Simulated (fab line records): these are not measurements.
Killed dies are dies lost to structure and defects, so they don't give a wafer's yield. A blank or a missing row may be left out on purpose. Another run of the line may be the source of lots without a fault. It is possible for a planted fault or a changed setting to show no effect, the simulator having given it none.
The tool behind it: which one?    flow nand harc    Sampling: 11 lots, 33 wafers, 5 of 1159 route steps

== WHAT EACH GAUGE READ, for each wafer ==
NHARC_END_SORT_01. Usual: killed at array 28, standard deviation 10; killed at other 0.6, standard deviation 1.1; killed at periphery 3.6, standard deviation 2.6; killed dies 32, standard deviation 10; killed open 3.3, standard deviation 1.8; killed short 1.9, standard deviation 1.4.
lot   measured      on         killed at array  killed at other  killed at periphery  killed dies  killed open  killed short  flag
L675  day 21 06:20  prober-02  28 33 30         0 0 0            3 1 1                31 34 31     3 3 1        2 4 3         

== TOOL THAT RAN EACH LOT (tool first, then ch and the chambers of the sampled wafers, then the start) ==
lot   NHARC_P_STI_DESCUM_14              NHARC_P_STI_ETCH_15              NHARC_P_GATE_DEP_103            NHARC_P_GATE_ETCHBACK_37
L675  rie diel-08 ch 0,3, day 2 22:12    rie si-03 ch 0,1, day 2 22:28    pecvd-03 ch 0,1,2, day 5 04:40  rie diel-05 ch 1,2,3, day 21 06:20 or earlier
L680  rie diel-08 ch 0,1,3, day 4 05:05  rie si-06 ch 0,1,2, day 4 05:22  pecvd-04 ch 0,1,2, day 6 12:22  rie diel-07 ch 0,1, no start
L681  rie diel-08 ch 0,3, day 4 14:29    rie si-03 ch 0,3, day 4 14:48    pecvd-04 ch 0,2, day 6 18:10    rie diel-04 ch 1,2,3, no start
L683  rie diel-09 ch 1,2,3, day 4 23:07  rie si-03 ch 0,1,3, day 4 23:25  pecvd-02 ch 1,2, day 6 23:25    rie diel-07 ch 0,1,2, no start
L684  rie diel-08 ch 0,1,3, day 5 06:40  rie si-06 ch 0,2,3, day 5 06:56  pecvd-03 ch 0,1,2, day 7 20:08  rie diel-04 ch 0,2,3, no start
L687  rie diel-09 ch 0,1,2, day 5 19:50  rie si-03 ch 0,1,2, day 5 20:05  pecvd-04 ch 0,1,2, day 7 19:59  rie diel-07 ch 0,2,3, no start
L688  rie diel-06 ch 0,1,2, day 6 05:22  rie si-02 ch 0,3, day 6 05:39    pecvd-03 ch 0,2, day 8 15:11    rie diel-05 ch 0,3, no start
L690  rie diel-09 ch 0,1, day 6 16:58    rie si-02 ch 0,1,3, day 6 17:16  pecvd-03 ch 0,1,2, day 8 20:41  rie diel-05 ch 0,1,3, no start
L691  rie diel-08 ch 0,2,3, day 7 02:55  rie si-02 ch 0,2, day 7 03:14    pecvd-02 ch 0,1, day 9 09:54    rie diel-04 ch 0,2, no start
L692  rie diel-06 ch 0,1,2, day 7 03:05  rie si-03 ch 0,1,3, day 7 03:23  pecvd-02 ch 0,1,2, day 9 09:42  rie diel-07 ch 1,2,3, no start
L693  rie diel-06 ch 2,3, day 7 11:29    rie si-02 ch 0,2,3, day 7 11:46  pecvd-04 ch 0,1,2, day 9 18:55  rie diel-07 ch 1,2,3, no start
- NHARC_P_STI_DESCUM_14: chemistry O2, time 3 s.
- NHARC_P_STI_ETCH_15: etches the open film in HBr/Cl2, target depth 300 nm, time 100.1 s.
- NHARC_P_GATE_DEP_103: deposits SiON, target thk 30 nm.
- NHARC_P_GATE_ETCHBACK_37: etches the open film in CHF3/O2, target depth 34.5 nm, time 17.2 s.

== AS READ BY THE TOOLS THEMSELVES (means over the sampled wafers that have a number; for cases with no such wafer, the mark the record gives instead) ==
NHARC_P_STI_DESCUM_14. Usual: drypump motor current A 5.6 A, standard deviation 0.42; mfc ar sccm 0.007 sccm, standard deviation 0.011; oes product au 0.998 a.u., standard deviation 0.019; rf vpp V 57.7 V, standard deviation 0.86; showerhead plenum p Torr 1.91 Torr, standard deviation 0.077; throttle valve pct 11.311 %, standard deviation 0.0093.
lot   tool         drypump motor current A (A)  mfc ar sccm (sccm)  oes product au (a.u.)  rf vpp V (V)  showerhead plenum p Torr (Torr)  throttle valve pct (%)  flag
L675  rie diel-08  5.1                          0.006               0.992                  58.5          1.98                             11.313                  
L680  rie diel-08  5.3                          0.012               0.995                  57.6          1.95                             11.307                  
L681  rie diel-08  5.0                          0.012               1.009                  57.4          1.99                             11.313                  
L683  rie diel-09  5.9                          0.011               1.008                  58.5          1.81                             11.319                  
L684  rie diel-08  5.3                          0.012               0.993                  57.0          1.95                             11.317                  
L687  rie diel-09  5.7                          0.012               1.001                  56.6          1.81                             11.306                  
L688  rie diel-06  5.8                          0.003               1.007                  58.3          1.95                             11.305                  
L690  rie diel-09  6.0                          0.001               0.994                  57.9          1.80                             11.313                  
L691  rie diel-08  5.3                          0.006               0.996                  57.6          1.96                             11.312                  
L692  rie diel-06  5.8                          0.003               1.002                  57.7          1.95                             11.307                  
L693  rie diel-06  5.6                          0.000               1.002                  57.5          2.00                             11.304                  

NHARC_P_STI_ETCH_15. Usual: drypump motor current A 5.8 A, standard deviation 0.44; oes product au 0.994 a.u., standard deviation 0.012; rf fwd power W 397.3 W, standard deviation 1.7; throttle valve pct 26.406 %, standard deviation 0.0093.
lot   tool       drypump motor current A (A)  oes product au (a.u.)  rf fwd power W (W)  throttle valve pct (%)  flag
L675  rie si-03  5.7                          0.996                  395.3               26.398                  
L680  rie si-06  5.9                          0.999                  398.6               26.407                  
L681  rie si-03  5.7                          0.993                  396.1               26.407                  
L683  rie si-03  6.0                          0.985                  396.7               26.402                  
L684  rie si-06  6.0                          1.010                  396.7               26.400                  
L687  rie si-03  5.8                          1.012                  397.7               26.406                  
L688  rie si-02  5.7                          0.988                  395.5               26.408                  
L690  rie si-02  5.8                          0.991                  397.2               26.404                  
L691  rie si-02  5.8                          1.004                  396.2               26.400                  
L692  rie si-03  6.0                          1.008                  397.9               26.405                  
L693  rie si-02  5.7                          0.988                  397.4               26.405                  

NHARC_P_GATE_DEP_103. Usual: heater power w 779 W, standard deviation 120; rf fwd power W 348.7 W, standard deviation 1.2.
lot   tool      heater power w (W)  rf fwd power W (W)  flag
L675  pecvd-03  729                 348.6               
L680  pecvd-04  818                 348.1               
L681  pecvd-04  787                 347.6               
L683  pecvd-02  885                 348.7               
L684  pecvd-03  745                 348.6               
L687  pecvd-04  758                 348.5               
L688  pecvd-03  756                 348.5               
L690  pecvd-03  716                 349.7               
L691  pecvd-02  874                 347.1               
L692  pecvd-02  804                 348.0               
L693  pecvd-04  876                 348.5               

NHARC_P_GATE_ETCHBACK_37. Usual: chf3 flow sccm 50.00 sccm, standard deviation 0.15; drypump motor current A 5.6 A, standard deviation 0.56; mfc ar sccm 200.0 sccm, standard deviation 0.54; oes product au 0.96 a.u., standard deviation 0.038; rf fwd power W 490.2 W, standard deviation 2.4; rf vpp V 370.8 V, standard deviation 2.3; showerhead plenum p Torr 2.41 Torr, standard deviation 0.092; throttle valve pct 20.573 %, standard deviation 0.0087.
lot   tool         chf3 flow sccm (sccm)  drypump motor current A (A)  mfc ar sccm (sccm)  oes product au (a.u.)  rf fwd power W (W)  rf vpp V (V)  showerhead plenum p Torr (Torr)  throttle valve pct (%)  flag
L675  rie diel-05  49.90                  6.0                          200.6               1.01                   489.5               369.5         2.36                             20.572                  
L680  rie diel-07  49.90                  5.0                          199.8               1.00                   490.3               368.7         2.31                             20.574                  
L681  rie diel-04  49.91                  5.4                          199.8               1.00                   489.6               371.8         2.47                             20.579                  
L683  rie diel-07  49.97                  5.5                          200.0               0.96                   487.4               369.8         2.36                             20.573                  
L684  rie diel-04  50.00                  5.7                          199.9               0.94                   489.2               372.3         2.46                             20.570                  
L687  rie diel-07  49.91                  5.6                          200.3               1.02                   489.0               369.6         2.35                             20.568                  
L688  rie diel-05  49.97                  6.3                          200.4               0.92                   494.1               368.8         2.37                             20.568                  
L690  rie diel-05  49.90                  5.9                          200.2               1.00                   493.5               372.4         2.44                             20.575                  
L691  rie diel-04  49.87                  5.9                          199.5               0.94                   490.9               372.2         2.45                             20.571                  
L692  rie diel-07  50.07                  5.5                          199.4               0.94                   488.2               371.0         2.42                             20.571                  
L693  rie diel-07  50.00                  5.5                          199.7               1.02                   489.1               370.1         2.42                             20.574                  

== THE ANSWER, worked out from the rows above alone ==
Rule: lot off if the mean of its wafers having a number is beyond 3 standard deviations from the usual mean. A lot without any number at a reading at which 4 lots or more have one is off too. All remaining lots with rows at the step are treated as sound. After the gauges, taken in route order, come the tools' own readings; for these a lot's mean is taken, as printed above. At the first step where some lot is off, the reading lying furthest off is the one used; lots without a number count as furthest.
No lot is off at any reading shown: from this, nothing can be told.

== WHAT THE SIMULATOR PUT IN ==
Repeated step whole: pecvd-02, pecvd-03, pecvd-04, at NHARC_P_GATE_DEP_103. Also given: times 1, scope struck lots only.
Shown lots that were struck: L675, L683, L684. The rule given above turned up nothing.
